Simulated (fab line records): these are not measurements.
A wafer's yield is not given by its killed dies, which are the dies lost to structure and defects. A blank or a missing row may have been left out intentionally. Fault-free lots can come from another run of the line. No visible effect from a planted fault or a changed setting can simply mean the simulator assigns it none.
A struck lot beside a sound one | flow nand-harc | 39 out of 1302 route steps
Sound: the wafers L791.1, L791.2, L791.5. Struck: wafer L792.3 (left out: L792.2, L792.4 of the same lot, which were not struck); the cause appears at the end.
Order at every step that has rows: each side's tool, ch and its chambers, its first start. Under that, the readings that differ: sound wafers | struck wafers | difference of the means | sigmas: that difference in standard deviations of wafers without a fault.
alike: a reading whose means differ by less than 2 such deviations, as well as words and numbers matching on both sides. not compared: withheld readings; readings where some wafer has no value; bounds like >300 that might hide an equal value; numbers whose values overlap and for which the record gives no deviation.
The two part at a step that has a row with sigmas, a row that says differs or no value, or rows on one side only. Non-overlapping numbers with no deviation appear without sigmas and do not part them. A reading missing from all wafers of one side parts the sides only when that side holds two or more wafers.

first, 8 steps without rows for these wafers: NHARC_P_BONDPAD_HMDS_02 (time 30 s); NHARC_P_BONDPAD_COAT_36 (time 65 s); NHARC_P_BONDPAD_COAT_03 (resist thk 600 nm); NHARC_P_BONDPAD_SOFTBAKE_04 (time 70 s); NHARC_P_BONDPAD_EBR_05; NHARC_P_BONDPAD_EXPOSE_06 (exposes mask P BPAD); NHARC_P_BONDPAD_PEB_07 (peb time 80 s); NHARC_P_BONDPAD_DEVELOP_08 (time 50 s).
NHARC_P_BONDPAD_CD_MEAS_09: target cd 500 nm.
  sound on cd-sem-01 ch 0, day 10 09:19; struck on cd-sem-02 ch 0, day 11 00:39
  alike: cd-nm
NHARC_P_BONDPAD_OVL_MEAS_38:
  sound on overlay-01, day 10 09:24; struck on overlay-02, day 11 00:44
  alike: overlay-x-nm, overlay-y-nm
then, 1 step without rows for these wafers: NHARC_P_BONDPAD_HARDBAKE_10 (time 65 s).
NHARC_P_BONDPAD_DESCUM_11: chemistry O2, time 3 s.
  sound on rie-diel-11 ch 0,2,3, day 10 09:31; struck on rie-diel-06 ch 0, day 11 00:52
  reading                         | sound          | struck | difference | sigmas
  showerhead-plenum-p-Torr (Torr) | 1.84 1.93 1.81 | 2.03   | +0.17      | +2
  alike: drypump-motor-current-A, oes-product-au, rf-vpp-V, throttle-valve-pct
  not compared: rf-hours-counter-h
NHARC_P_BONDPAD_ETCH_37: etches the open film in N2/H2, target depth 60 nm, overetch 18 nm, time 65.91 s.
  sound on rie-diel-11 ch 0,1,2, day 10 09:37; struck on rie-diel-06 ch 2, day 11 00:57
  alike: drypump-motor-current-A, oes-product-au, rf-fwd-power-W, rf-vpp-V, showerhead-plenum-p-Torr, throttle-valve-pct
  not compared: rf-hours-counter-h
NHARC_P_BONDPAD_ETCH_12: etches the open film in CHF3/O2, target depth 200 nm, time 100 s.
  sound: rie-diel-11 ch 1,3; struck: rie-diel-06 ch 2
  reading                | sound                | struck | difference | sigmas
  throttle-valve-pct (%) | 20.581 20.562 20.586 | 20.556 | -0.020     | -2
  alike: drypump-motor-current-A, oes-product-au, rf-fwd-power-W, rf-vpp-V, showerhead-plenum-p-Torr
  not compared: rf-hours-counter-h
NHARC_P_BONDPAD_CD_MEAS_13:
  sound on cd-sem-01, day 10 09:50; struck on cd-sem-01, day 11 01:10
  alike: cd-nm
then, 1 step without rows for these wafers: NHARC_P_BONDPAD_STRIP_15 (strips in O2).
NHARC_P_BONDPAD_ETCH_24: etches the open film in CF4/N2, target depth 30 nm, time 72.99 s.
  sound on rie-diel-02 ch 0,2,3, day 10 10:06; struck on rie-diel-02 ch 2
  alike: drypump-motor-current-A, oes-product-au, rf-fwd-power-W, rf-vpp-V, showerhead-plenum-p-Torr, throttle-valve-pct
  not compared: rf-hours-counter-h
then, 2 steps without rows for these wafers: NHARC_P_BONDPAD_STRIP_16 (strips in post etch residue remover, time 600 s); NHARC_P_BONDPAD_DEGAS_25 (time 60 s).
NHARC_P_BONDPAD_PRE_CLEAN_26: time 30 s.
  sound on pvd-sputter-03; struck on pvd-sputter-01
  alike: heater-power-w
then, 5 steps without rows for these wafers: NHARC_P_BONDPAD_PVD_17 (deposits TaN, target thk 5 nm, time 8.06 s); NHARC_P_BONDPAD_PVD_27 (deposits Cu, target thk 30 nm, time 20.49 s); NHARC_P_BONDPAD_ECD_18 (material Cu, target thk 400 nm); NHARC_P_BONDPAD_ANNEAL_28 (time 90 s); NHARC_P_BONDPAD_CMP_19 (polishes, t overpolish 30 s, cu recess touch 16 s, target thk 160.81 nm).
NHARC_P_BONDPAD_THK_MEAS_20: measures by xrf.
  sound on film-metro-01, day 10 11:55; struck on film-metro-02, day 11 03:14
  alike: thk-nm
then, 1 step without rows for these wafers: NHARC_P_BONDPAD_SRD_21 (time 30 s, dry time 20 s).
NHARC_P_BONDPAD_ACTIVATE_29: chemistry N2, time 60 s.
  sound on rie-diel-11 ch 1,3, day 10 12:11; struck on rie-diel-02 ch 1, day 11 03:32
  reading                         | sound          | struck | difference | sigmas
  rf-vpp-V (V)                    | 63.7 63.4 61.7 | 65.1   | +2.2       | +2
  showerhead-plenum-p-Torr (Torr) | 1.67 1.77 1.67 | 1.90   | +0.20      | +3
  alike: drypump-motor-current-A, oes-product-au
  not compared: rf-hours-counter-h
then, 10 steps without rows for these wafers: NHARC_P_BONDPAD_PRECLEAN_30 (cleans in DIW, time 300 s); NHARC_P_BONDPAD_SRD_31 (time 30 s, dry time 20 s); NHARC_A_ZERO_WELL_PRECLEAN_00 (cleans in SPM, time 600 s); NHARC_A_ZERO_WELL_SRD_01; NHARC_A_ZERO_WELL_DEHYDRATE_02 (time 120 s); NHARC_A_ZERO_WELL_HMDS_03 (time 30 s); NHARC_A_ZERO_WELL_COAT_18 (time 65 s); NHARC_A_ZERO_WELL_COAT_04 (resist thk 600 nm); NHARC_A_ZERO_WELL_SOFTBAKE_05 (time 70 s); NHARC_A_ZERO_WELL_EBR_06.
-- jump in the record: it breaks off in module A_ZERO_WELL and resumes in module END (first step shown: number 1302 of the route), and 17 days separate the struck wafers' starts before and after --
NHARC_END_SORT_01:
  sound on prober-02 ch 0, day 27 23:14; struck on prober-02 ch 0, day 28 08:52
  reading                  | sound    | struck | difference | sigmas
  defect-limited-yield (%) | 91 91 92 | 83     | -8         | -3
  killed-at-periphery      | 1 3 3    | 64     | +62        | +23
  killed-dies              | 61 60 53 | 115    | +57        | +3
  alike: killed-at-array, killed-at-other, killed-open, killed-short

== WHERE THEY PART ==
Earliest at NHARC_P_BONDPAD_DESCUM_11; latest, in this record, at NHARC_END_SORT_01.

WHY: the cause the simulator had injected
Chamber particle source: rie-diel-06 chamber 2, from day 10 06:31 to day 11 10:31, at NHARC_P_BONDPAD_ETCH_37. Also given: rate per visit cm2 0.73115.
